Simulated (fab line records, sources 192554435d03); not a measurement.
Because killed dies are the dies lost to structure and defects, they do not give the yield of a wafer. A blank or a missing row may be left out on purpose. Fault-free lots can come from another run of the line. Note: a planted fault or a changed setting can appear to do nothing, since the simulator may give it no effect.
Chamber matching | flow n5Finfet | cvdCo-02 running N5_BEOL_M2_PRE_CLEAN_60: 3 sister chambers
The step time 15 s. 14 wafers are shown with their chamber, then 6 later ones without.

WAFERS PAIRED WITH THEIR CHAMBERS
wafer  | chamber | heaterPowerW (W)
L725.1 | 2       | 98
L725.5 | 1       | 147
L725.6 | 2       | 96
L726.1 | 0       | 111
L726.2 | 2       | 98
L726.3 | 1       | 149
L727.1 | 1       | 150
L727.3 | 2       | 97
L727.6 | 0       | 109
L728.1 | 0       | 110
L728.2 | 2       | 97
L728.5 | 0       | 111
L733.3 | 0       | 113
L733.5 | 1       | 150

SIGNATURES (means of the wafers above)
reading      | chamber 0 | chamber 1 | chamber 2 | scatter within a chamber
heaterPowerW | 110.80    | 149.00    | 97.20     | 1.26
Rule: distance of a wafer from a chamber = root of the sum over the readings of ((wafer's reading minus chamber's mean) / reading's scatter) squared. If the next closest chamber is less than 2 further off than the closest, the wafer can't be placed; otherwise it belongs to the closest. The scatter: the root of (the sum of the squares of (reading less its chamber's mean) over the shown wafers, divided by (wafers less chambers)).

WAFERS WHOSE CHAMBER IS MISSING
wafer  | heaterPowerW (W)
L741.2 | 110
L741.4 | 98
L741.5 | 156
L743.1 | 111
L743.4 | 97
L743.5 | 114

EACH ONE'S CHAMBER
wafer  | from the rows above | in truth
L741.2 | 0                   | 0
L741.4 | 2                   | 2
L741.5 | 1                   | 1
L743.1 | 0                   | 0
L743.4 | 2                   | 2
L743.5 | 0                   | 0
Correct placement for 6 of the 6. Not placeable from these rows: 0. 0 placed wrongly.
